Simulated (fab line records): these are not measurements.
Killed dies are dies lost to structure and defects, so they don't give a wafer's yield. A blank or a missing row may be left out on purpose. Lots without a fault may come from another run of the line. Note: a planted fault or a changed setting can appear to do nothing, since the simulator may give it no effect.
Chamber matching	flow n5 finfet	pecvd-03 running N5_GATE_CUT_HM_DEP_46: 3 sister chambers
The step deposits SiO2 from TEOS/O2, target thk 130 nm, time 26.6 s. 3 wafers are shown with their chamber, then 10 later ones without.

EACH WAFER AND ITS CHAMBER
wafer	chamber	throttle valve pct (%)
L081.4	1	19.1
L085.1	0	17.4
L088.4	2	17.3

WAFERS WITHOUT THEIR CHAMBER
wafer	throttle valve pct (%)
L088.5	19.3
L090.3	19.2
L090.4	17.5
L090.5	19.1
L093.2	19.2
L093.3	17.4
L093.4	19.3
L095.2	17.3
L095.3	17.5
L095.4	19.1

THE CHAMBER EACH PASSED THROUGH
wafer	from the rows above	in truth
L088.5	1	1
L090.3	1	1
L090.4	can't be placed: 0 or 2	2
L090.5	1	1
L093.2	1	1
L093.3	can't be placed: 0 or 2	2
L093.4	1	1
L095.2	can't be placed: 2 or 0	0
L095.3	can't be placed: 0 or 2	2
L095.4	1	1
Correct placement for 6 of the 10. These rows do not allow placing 4 (true chamber among the candidates in 4). Wrongly placed: 0.
How it was worked out, from the rows above alone: a wafer's distance from a chamber is the root of the sum, over the readings, of the square of ((its reading less the chamber's mean) divided by the reading's scatter). If the next closest chamber is less than 2 further off than the closest, the wafer can't be placed; otherwise it belongs to the closest. A chamber's mean is the mean of its shown wafers. The scatter: root of mean squared gap, hidden wafer to nearest shown wafer, with one shown wafer a chamber.
